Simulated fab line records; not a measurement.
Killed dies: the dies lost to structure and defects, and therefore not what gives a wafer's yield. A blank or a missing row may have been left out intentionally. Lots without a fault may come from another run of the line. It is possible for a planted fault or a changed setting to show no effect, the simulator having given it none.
fab line records	flow nand_harc
record: lots: 12	wafers: 36	last_day: 33
route steps=1302 shown A_ZERO_WELL@404 A_ONON_D1@441 A_CHANNEL_HOLE_D1@463
lots with no fault: from the same line, run without faults
start_h: hours from the record's first day to the start of the lot's first wafer shown	wait_h: time in hours since the lot's previous step	" unchanged from the row above	L1.1+2: a single row standing in for several wafers	- no value, or no start was given	* or withheld: withheld	< > ~ a bound
route shown NAME@n: NAME is a module with steps in the file, n the number in the route of the first one	usual: mean/standard deviation taken from wafers without a fault	same: alike in all rows	chamber/n: place in a boat	sites: each site's reading	_std_site: standard deviation across them	_edge_site: inner sites' mean taken away from outer sites' mean	radius_mm: for every site, how far away it sits from the centre of the wafer	mask NAME#n: copy n	behind: tool/chamber where the wafer was last shaped	hold: why the lot was held/for how many hours/how that ended	device: transistor that didn't switch, given as n, p or np	end of line: at the end of the route, the tests of the same wafers	a step without rows: its recipe alone	killed: the dies lost at the first sort to structure and to defects; this is not the yield of the wafer	map: the dies of a wafer, with x for killed, . for not killed, _ for no die there
set.NAME: the setting the step ran with; set.NAME@STEP: the setting that earlier step ran with	model.NAME: the simulator's own value behind a step, which no gauge read
route steps across a sampled set of lots; one table per step, one row per wafer
services: from which hour (start_h, from the record's first day; less than 0 if before it) a tool's chamber was out of use, for how many hours, and why
== steps ==
step: NHARC_A_ZERO_WELL_ETCH_19
recipe: target_depth_a: 800	overetch_a: 240	time_s: 87.88	ion_energy_ev: 200	n2_flow_sccm: 150	h2_flow_sccm: 150	ar_flow_sccm: 0	rf_w: 400	bias_w: 150	chemistry: N2/H2
usual: drypump_motor_current_A: 5.7/0.32	h2_flow_sccm: 150.0/0.42	oes_product_au: 0.997/0.0094	rf_vpp_V: 429.3/2.1	showerhead_plenum_p_Torr: 2.00/0.07	throttle_valve_pct: 14.172/0.0085
lot.wafer	tool	chamber	start_h	wait_h	drypump_motor_current_A	h2_flow_sccm	oes_product_au	rf_hours_counter_h	rf_vpp_V	showerhead_plenum_p_Torr	throttle_valve_pct
L399.1	rie_diel-12	1	149.97	0.1	5.7	150.4	1.001	2	429.0	2.00	14.190
L399.3	"	3	"	"	5.7	150.2	1.003	2	432.0	2.09	14.160
L399.5	"	0	"	"	5.5	149.4	1.001	-	428.4	1.98	14.177
L400.4	rie_diel-12	2	153.77	0.1	5.7	150.3	1.007	2	428.2	1.91	14.169
L400.2	"	3	"	"	5.7	150.2	1.005	2	432.2	2.09	14.171
L400.5	"	2	"	"	5.7	150.9	1.004	-	426.4	1.91	14.176
L401.3	rie_diel-04	3	168.39	0.1	5.7	149.4	0.972	28	427.8	1.96	14.149
L401.2	"	1	"	"	5.9	149.9	0.997	27	427.6	1.98	14.167
L401.6	"	3	"	"	5.7	149.9	0.967	-	427.1	1.96	14.156
L403.2	rie_diel-01	0	195.94	0.1	5.5	149.6	1.003	46	430.6	2.06	14.187
L403.4	"	2	"	"	5.7	150.0	0.992	51	430.4	2.05	14.179
L403.6	"	0	"	"	5.5	149.5	0.993	-	430.8	2.06	14.174
L405.1	rie_diel-01	2	216.51	0.1	5.7	150.1	0.996	1	432.4	2.05	14.162
L405.4	"	3	"	"	4.9	150.0	1.003	1	428.9	1.95	14.182
L405.6	"	0	"	"	5.5	150.2	1.001	-	431.8	2.06	14.183
L406.2	rie_diel-12	0	217.65	0.1	5.5	150.1	1.001	3	429.5	1.97	14.160
L406.3	"	1	"	"	5.7	149.7	0.978	4	430.5	2.00	14.157
L406.5	"	1	"	"	5.7	149.3	0.986	-	430.9	2.00	14.177
L408.3	rie_diel-12	1	243.26	0.1	5.7	150.5	0.996	5	430.8	2.00	14.189
L408.4	"	2	"	"	5.7	150.0	1.006	4	426.2	1.91	14.170
L408.5	"	2	"	"	5.7	149.9	0.993	-	427.1	1.91	14.172
L410.2	rie_diel-12	1	255.71	0.1	5.7	150.3	0.991	5	429.7	2.00	14.181
L410.3	"	2	"	"	5.7	150.7	1.004	5	425.3	1.91	14.160
L410.5	"	0	"	"	5.5	150.1	1.000	-	428.0	1.97	14.173
L416.2	rie_diel-04	2	323.19	0.1	5.8	150.5	0.996	26	426.0	1.91	14.168
L416.5	"	1	"	"	5.9	150.1	0.985	-	427.7	1.97	14.184
L416.6	"	2	"	"	5.8	149.5	0.994	-	426.3	1.91	14.177
L418.4	rie_diel-12	2	338.29	0.1	5.7	150.5	1.007	2	427.5	1.91	14.182
L418.2	"	1	"	"	5.7	149.9	0.981	2	428.7	2.00	14.172
L418.5	"	3	"	"	5.7	150.1	1.000	-	431.3	2.09	14.174
L419.3	rie_diel-12	3	347.83	0.1	5.7	149.9	1.008	2	432.6	2.09	14.183
L419.2	"	1	"	"	5.7	149.8	0.986	2	429.0	2.00	14.186
L419.6	"	3	"	"	5.7	150.2	1.007	-	432.0	2.09	14.172
L420.2	rie_diel-01	3	357.37	0.1	4.9	150.0	0.993	56	426.3	1.93	14.171
L420.3	"	0	"	"	5.5	149.5	0.994	61	430.3	2.04	14.170
L420.5	"	3	"	"	4.9	150.9	0.993	-	426.3	1.93	14.180
step: NHARC_A_ONON_D1_THK_MEAS_24
recipe: thk_meas_gauge: ellipsometry
usual: thk_nm: 1000/9.8
lot.wafer	tool	chamber	start_h	wait_h	thk_nm
L399.1	film_metro-01	-	183.89	-	1008
L399.3	"	-	"	"	1006
L399.5	"	-	"	"	1006
L400.2	film_metro-02	-	183.90	-	1004
L400.4	"	-	"	"	1003
L400.5	"	-	"	"	1002
L401.2	film_metro-02	-	200.74	-	1020
L401.3	"	-	"	"	1021
L401.6	"	-	"	"	1019
L403.2	film_metro-01	-	229.15	-	985
L403.4	"	-	"	"	987
L403.6	"	-	"	"	985
L405.1	film_metro-01	-	251.15	-	1007
L405.4	"	-	"	"	1007
L405.6	"	-	"	"	1008
L406.2	film_metro-01	-	251.17	-	994
L406.3	"	-	"	"	995
L406.5	"	-	"	"	995
L408.3	film_metro-02	-	280.86	-	1012
L408.4	"	-	"	"	1011
L408.5	"	-	"	"	1013
L410.2	film_metro-01	-	289.09	-	996
L410.3	"	-	"	"	995
L410.5	"	-	"	"	996
L416.2	film_metro-02	-	356.47	-	1000
L416.5	"	-	"	"	1000
L416.6	"	-	"	"	1001
L418.2	film_metro-01	-	374.33	-	1014
L418.4	"	-	"	"	1015
L418.5	"	-	"	"	1014
L419.2	film_metro-01	-	386.94	-	992
L419.3	"	-	"	"	990
L419.6	"	-	"	"	990
L420.2	film_metro-02	-	394.28	-	978
L420.3	"	-	"	"	978
L420.5	"	-	"	"	975
step: NHARC_A_ONON_D1_DEP_33
recipe: target_thk_a: 2000	temp_c: 400	pressure_torr: 6.5	rf_w: 900	teos_flow_sccm: 161.4	flow_sccm: 2650	target_thk_nm: 200	gas: O2	material: SiO2
usual: heater_power_w: 557/93	mfc_precursor_sccm: 161.4/0.54	showerhead_vpp_V: 1835/93	throttle_valve_pct: 15.8/0.55
lot.wafer	tool	chamber	start_h	wait_h	heater_power_w	mfc_precursor_sccm	showerhead_vpp_V	throttle_valve_pct
L399.1	pecvd-02	1	185.07	0.1	596	162.7	1699	16.2
L399.3	"	2	"	"	509	162.0	1784	15.9
L399.5	"	0	"	"	615	161.7	1940	16.6
L400.2	pecvd-01	0	185.29	0.3	428	161.8	1911	15.4
L400.4	"	0	"	"	448	161.6	1863	15.3
L400.5	"	2	"	"	645	161.6	1741	16.6
L401.2	pecvd-02	1	201.91	0.1	634	161.3	1723	16.4
L401.3	"	0	"	"	561	161.1	1975	16.8
L401.6	"	0	"	"	562	161.9	1975	16.4
L403.2	pecvd-01	2	230.39	0.1	660	161.2	1705	16.4
L403.4	"	1	"	"	629	161.6	1843	15.0
L403.6	"	0	"	"	533	160.8	1878	15.5
L405.1	pecvd-01	2	252.43	0.1	689	161.3	1755	16.6
L405.4	"	0	"	"	527	162.0	1885	15.4
L405.6	"	2	"	"	532	161.4	1746	16.6
L406.2	pecvd-02	0	252.45	0.2	414	162.2	1955	15.6
L406.3	"	2	"	"	464	160.6	1830	15.8
L406.5	"	1	"	"	746	162.2	1717	15.7
L408.3	pecvd-02	2	282.09	0.1	480	173.7	1812	16.2
L408.4	"	2	"	"	500	172.4	1785	16.1
L408.5	"	0	"	"	506	172.5	1979	16.2
L410.3	pecvd-02	2	290.35	0.1	571	172.9	1823	16.4
L410.2	"	0	"	"	435	173.2	1984	16.2
L410.5	"	2	"	"	436	172.3	1815	16.2
L416.2	pecvd-02	0	357.71	0.1	464	160.9	1959	16.4
L416.5	"	2	"	"	521	161.3	1819	16.1
L416.6	"	1	"	"	741	161.8	1724	15.6
L418.2	pecvd-02	1	375.57	0.1	632	161.2	1736	15.7
L418.5	"	1	"	"	651	161.5	1719	15.6
L418.4	"	2	"	"	518	161.5	1810	16.4
L419.2	pecvd-01	1	388.13	0.1	478	161.2	1873	14.9
L419.3	"	0	"	"	432	161.7	1937	16.0
L419.6	"	2	"	"	580	162.6	1719	15.9
L420.3	pecvd-03	1	395.47	0.1	508	160.9	1877	16.6
L420.2	"	0	"	"	411	161.9	1756	15.6
L420.5	"	1	"	"	507	160.5	1891	16.4
step: NHARC_A_ONON_D1_THK_MEAS_34
recipe: thk_meas_gauge: ellipsometry
usual: thk_nm: 199.8/2.8
lot.wafer	tool	chamber	start_h	wait_h	thk_nm
L399.1	film_metro-01	-	185.49	-	196.3
L399.3	"	-	"	"	197.9
L399.5	"	-	"	"	197.2
L400.2	film_metro-01	-	185.70	-	195.9
L400.4	"	-	"	"	199.9
L400.5	"	-	"	"	196.9
L401.2	film_metro-02	-	202.33	-	196.8
L401.3	"	-	"	"	197.8
L401.6	"	-	"	"	198.4
L403.2	film_metro-02	-	230.76	-	198.9
L403.4	"	-	"	"	202.4
L403.6	"	-	"	"	202.7
L405.1	film_metro-01	-	252.76	-	198.6
L405.4	"	-	"	"	203.2
L405.6	"	-	"	"	200.8
L406.2	film_metro-02	-	252.87	-	199.7
L406.3	"	-	"	"	199.7
L406.5	"	-	"	"	200.9
L408.3	film_metro-01	-	282.45	-	214.5
L408.4	"	-	"	"	213.9
L408.5	"	-	"	"	217.3
L410.2	film_metro-01	-	290.72	-	217.0
L410.3	"	-	"	"	217.2
L410.5	"	-	"	"	220.2
L416.2	film_metro-01	-	358.07	-	204.8
L416.5	"	-	"	"	207.0
L416.6	"	-	"	"	202.1
L418.2	film_metro-01	-	375.94	-	198.9
L418.4	"	-	"	"	205.7
L418.5	"	-	"	"	201.5
L419.2	film_metro-01	-	388.55	-	196.6
L419.3	"	-	"	"	198.2
L419.6	"	-	"	"	201.7
L420.2	film_metro-02	-	395.89	-	195.7
L420.3	"	-	"	"	194.9
L420.5	"	-	"	"	199.7
step: NHARC_A_CHANNEL_HOLE_D1_OVL_MEAS_11
usual: overlay_x_nm: 0.0/0.92	overlay_y_nm: 0.0/0.88
lot.wafer	tool	chamber	start_h	wait_h	overlay_x_nm	overlay_y_nm
L399.1	overlay-01	-	189.33	-	0.2	0.4
L399.3	"	-	"	"	0.0	0.5
L399.5	"	-	"	"	0.2	0.5
L400.2	overlay-02	-	189.62	-	-0.3	0.4
L400.4	"	-	"	"	-0.5	0.5
L400.5	"	-	"	"	-0.3	0.4
L401.2	overlay-01	-	205.17	-	-0.2	0.2
L401.3	"	-	"	"	0.1	0.0
L401.6	"	-	"	"	-0.2	-0.1
L403.2	overlay-02	-	233.53	-	-1.3	0.0
L403.4	"	-	"	"	-1.3	0.4
L403.6	"	-	"	"	-1.3	0.1
L405.1	overlay-01	-	261.62	-	0.5	-0.4
L405.4	"	-	"	"	0.2	-0.3
L405.6	"	-	"	"	0.1	-0.3
L406.2	overlay-01	-	262.91	-	0.1	1.4
L406.3	"	-	"	"	0.5	1.3
L406.5	"	-	"	"	-0.1	1.6
L408.3	overlay-01	-	286.56	-	0.0	-1.1
L408.4	"	-	"	"	0.0	-1.4
L408.5	"	-	"	"	-0.3	-1.2
L410.2	overlay-02	-	293.98	-	0.1	-0.7
L410.3	"	-	"	"	0.9	-0.5
L410.5	"	-	"	"	0.1	-0.2
L416.2	overlay-02	-	360.93	-	0.5	-1.5
L416.5	"	-	"	"	0.9	-1.4
L416.6	"	-	"	"	0.5	-1.5
L418.2	overlay-01	-	379.86	-	-1.5	0.3
L418.4	"	-	"	"	-1.4	0.6
L418.5	"	-	"	"	-1.3	0.1
L419.2	overlay-01	-	391.40	-	1.1	0.4
L419.3	"	-	"	"	0.6	0.4
L419.6	"	-	"	"	0.8	0.4
L420.2	overlay-02	-	399.46	-	-1.8	-0.1
L420.3	"	-	"	"	-1.8	0.1
L420.5	"	-	"	"	-1.7	-0.2
== services ==
tool	chamber	start_h	hours	kind
rie_diel-12	0	127.09	5.6	repair
pecvd-01	-	130.16	13.0	pm
rie_diel-01	2	136.15	1.5	repair
rie_diel-04	3	142.34	4.6	repair
rie_diel-04	2	152.29	11.4	repair
rie_diel-12	-	162.65	0.6	repair
pecvd-02	2	166.95	6.4	repair
rie_diel-04	0	167.20	4.7	repair
rie_diel-04	1	168.83	6.3	repair
rie_diel-04	-	178.46	9.0	pm
rie_diel-01	-	204.26	9.0	pm
pecvd-02	-	227.33	13.0	pm
rie_diel-01	2	228.94	4.3	repair
rie_diel-01	1	240.79	5.2	repair
rie_diel-04	1	260.17	2.2	repair
rie_diel-01	1	263.10	19.6	repair
rie_diel-12	-	268.40	9.0	pm
rie_diel-04	1	301.27	1.5	repair
pecvd-01	-	311.16	13.0	pm
rie_diel-01	0	313.91	2.8	repair
rie_diel-04	-	355.46	9.0	pm
rie_diel-12	3	374.37	14.6	repair
rie_diel-01	-	377.14	1.4	repair
rie_diel-01	-	381.26	9.0	pm
== key ==
first_sign: step: NHARC_A_ONON_D1_DEP_33	reading: mfc_precursor_sccm	direction: up	sigmas: 21	usual: 161.4	struck: 172.8
effect: step: NHARC_A_ONON_D1_THK_MEAS_34	reading: thk_nm	direction: up	sigmas: 6.1	usual: 199.8	struck: 216.7
met_at NHARC_A_ONON_D1_DEP_33
struck_lots L408,L410
tester_left_out L408,L410
not_acting_at NHARC_A_ZERO_WELL_ETCH_19,NHARC_A_ONON_D1_THK_MEAS_24,NHARC_A_CHANNEL_HOLE_D1_OVL_MEAS_11
onset_between 252.45 282.09
fault: kind: process_parameter_drift	tool: pecvd-02	chamber: -	onset_h: 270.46	steps: NHARC_A_ONON_D1_DEP_33	channel: teos_flow_sccm	offset: *	shape: step	end_h: 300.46	acts_in: *	stated: *
tester_left_out: of these lots the tester's yield and bins aren't shown, on N5 and GAA mostly nor the transistor test; their killed dies are dies lost to structure and defects alone, not to doping, threshold or leakage, so they don't give the yield
